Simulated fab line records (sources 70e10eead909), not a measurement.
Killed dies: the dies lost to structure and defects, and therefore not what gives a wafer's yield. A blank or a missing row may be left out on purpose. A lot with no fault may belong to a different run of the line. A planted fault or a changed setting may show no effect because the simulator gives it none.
Chamber matching	flow nand harc	NHARC_A_M0_ETCH_34 on rie diel-07: 4 sister chambers
The step etches the open film in N2/H2, target depth 40 nm, overetch 12 nm, time 43.94 s. 4 wafers are shown with their chamber, then 11 later ones without.

## WAFERS PAIRED WITH THEIR CHAMBERS
wafer	chamber	drypump motor current A (A)
L083.1	1	5.30
L083.2	2	5.70
L083.5	0	5.68
L090.2	3	5.84

## WAFERS WITHOUT THEIR CHAMBER
wafer	drypump motor current A (A)
L090.3	5.68
L090.5	5.84
L089.2	5.70
L089.3	5.28
L089.5	5.69
L093.1	5.67
L093.2	5.67
L093.3	5.87
L094.2	5.68
L094.4	5.68
L094.5	5.82

## CHAMBER TAKEN BY EACH
wafer	from the rows above	in truth
L090.3	can't be placed: 0 or 2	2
L090.5	3	3
L089.2	can't be placed: 2 or 0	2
L089.3	1	1
L089.5	can't be placed: 2 or 0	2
L093.1	can't be placed: 0 or 2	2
L093.2	can't be placed: 0 or 2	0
L093.3	3	3
L094.2	can't be placed: 0 or 2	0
L094.4	can't be placed: 0 or 2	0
L094.5	3	3
Correctly placed: 4 of 11. These rows do not allow placing 7 (true chamber among the candidates in 7). Placed wrongly: 0.
How it was worked out, from the rows above alone: a wafer's distance from a chamber is the root of the sum, over the readings, of the square of ((its reading less the chamber's mean) divided by the reading's scatter). The wafer belongs to the nearest chamber; if the next one is less than 2 further off, it can't be placed. A chamber's mean is the mean of its shown wafers. The scatter: root of mean squared gap, hidden wafer to nearest shown wafer, with one shown wafer a chamber.
